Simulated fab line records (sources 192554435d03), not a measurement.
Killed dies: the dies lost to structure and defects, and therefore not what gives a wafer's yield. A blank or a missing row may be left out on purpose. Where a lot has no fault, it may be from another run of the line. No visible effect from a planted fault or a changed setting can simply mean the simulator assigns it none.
A struck lot beside a sound one :: flow n5 finfet :: 23 steps out of a route of 1938
Sound: the wafers L200.1, L200.2, L200.6. The struck wafers were L219.1, L219.3, L219.5. Last of all comes the cause.
At each step with rows: each side's tool, then ch and its chambers, then its first start. Under that, the readings that differ: sound wafers :: struck wafers :: difference of the means :: sigmas: that difference in standard deviations of wafers without a fault.
alike: a reading whose means differ by less than 2 such deviations, as well as words and numbers matching on both sides. not compared: withheld readings; readings where some wafer has no value; bounds like >300 that might hide an equal value; numbers whose values overlap and for which the record gives no deviation.
Wherever a step has rows on one side only, a row that says differs or no value, or a row with sigmas, the two part there. Non-overlapping numbers with no deviation appear without sigmas and do not part them. A reading missing from all wafers of one side parts the sides only when that side holds two or more wafers.

first, 11 steps without rows for these wafers: N5_BEOL_M7_ETCH_62 (etches SOC in N2/H2, target depth 110 nm, overetch 22 nm, time 165 s); N5_BEOL_M7_STRIP_68 (strips in N2/H2); N5_BEOL_M7_STRIP_67 (strips in CF4); N5_BEOL_M7_HM_OPEN_17 (chemistry Cl2/BCl3, target TiN, target depth 20 nm, overetch 6 nm); N5_BEOL_M7_STRIP_19 (strips in O2); N5_BEOL_M7_COAT_63 (time 60 s, resist thk 60 nm); N5_BEOL_M7_COAT_64 (time 60 s, resist thk 12 nm); N5_BEOL_M7_COAT_71 (time 60 s, resist thk 5 nm); N5_BEOL_M7_COAT_22 (resist thk 30 nm); N5_BEOL_M7_EBR_24; N5_BEOL_M7_SOFTBAKE_23 (time 60 s).
N5_BEOL_M7_EXPOSE_25: exposes mask V6, target cd 40 nm.
  sound on euv scanner-02 ch 0, day 8 15:00; struck on euv scanner-02 ch 0, day 13 17:52
reading: exposure dose mJ cm2
sound: 42.46 42.48 42.54
struck: 46.75 46.73 46.77
difference: +4.26
sigmas: +64
  alike: mask
then, 2 steps without rows for these wafers: N5_BEOL_M7_PEB_26 (peb time 60 s); N5_BEOL_M7_DEVELOP_27 (develop time 30 s).
N5_BEOL_M7_CD_MEAS_28: target cd 40 nm.
  sound on cd sem-02 ch 0, day 8 15:08; struck on cd sem-01 ch 0, day 13 17:59
reading: cd nm (nm)
sound: 40.06 40.40 39.93
struck: 40.99 35.52 27.27
difference: -5.54
sigmas: -26
N5_BEOL_M7_DESCUM_33: chemistry O2, time 7 s.
  sound on rie diel-02 ch 1,2,3, day 8 15:15; struck on rie diel-03 ch 0,1,2, day 13 18:10
  alike: drypump motor current A, oes product au, rf vpp V, showerhead plenum p Torr, throttle valve pct
  not compared: rf hours counter h, model.BEOL_M7.cd nm
then, 5 steps without rows for these wafers: N5_BEOL_M7_ETCH_72 (etches underlayer in N2/H2, target depth 6.5 nm, time 5.2 s); N5_BEOL_M7_ETCH_65 (etches SiARC in CF4, target depth 15.6 nm, time 26 s); N5_BEOL_M7_ETCH_66 (etches SOC in N2/H2, target depth 80 nm, overetch 16 nm, time 120 s); N5_BEOL_M7_STRIP_69 (strips in N2/H2); N5_BEOL_M7_STRIP_73 (strips in N2/H2).
N5_BEOL_M7_VIA_ETCH_34: etches SiCOH lowk in C4F6/O2, target depth 125.5 nm, time 50.5 s.
  sound on rie diel-02 ch 1,2,3, day 8 15:26; struck on rie diel-03 ch 0,1,2, day 13 18:20
  alike: bias w, drypump motor current A, oes product au, rf vpp V, showerhead plenum p Torr, throttle valve pct
  not compared: rf hours counter h, model.BEOL_M7.cd nm
then, 1 step without rows for these wafers: N5_BEOL_M7_STRIP_76 (strips in C4F6/O2).

WHERE THEY PART
Last at N5_BEOL_M7_CD_MEAS_28 as far as this record goes, first at N5_BEOL_M7_EXPOSE_25. Later steps at which nothing parts them and some readings are alike: N5_BEOL_M7_DESCUM_33, N5_BEOL_M7_VIA_ETCH_34.

WHY: what the simulator had put in
Process parameter drift: euv scanner-02, from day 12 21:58 on, at N5_BEOL_M7_EXPOSE_25. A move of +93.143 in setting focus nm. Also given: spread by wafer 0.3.
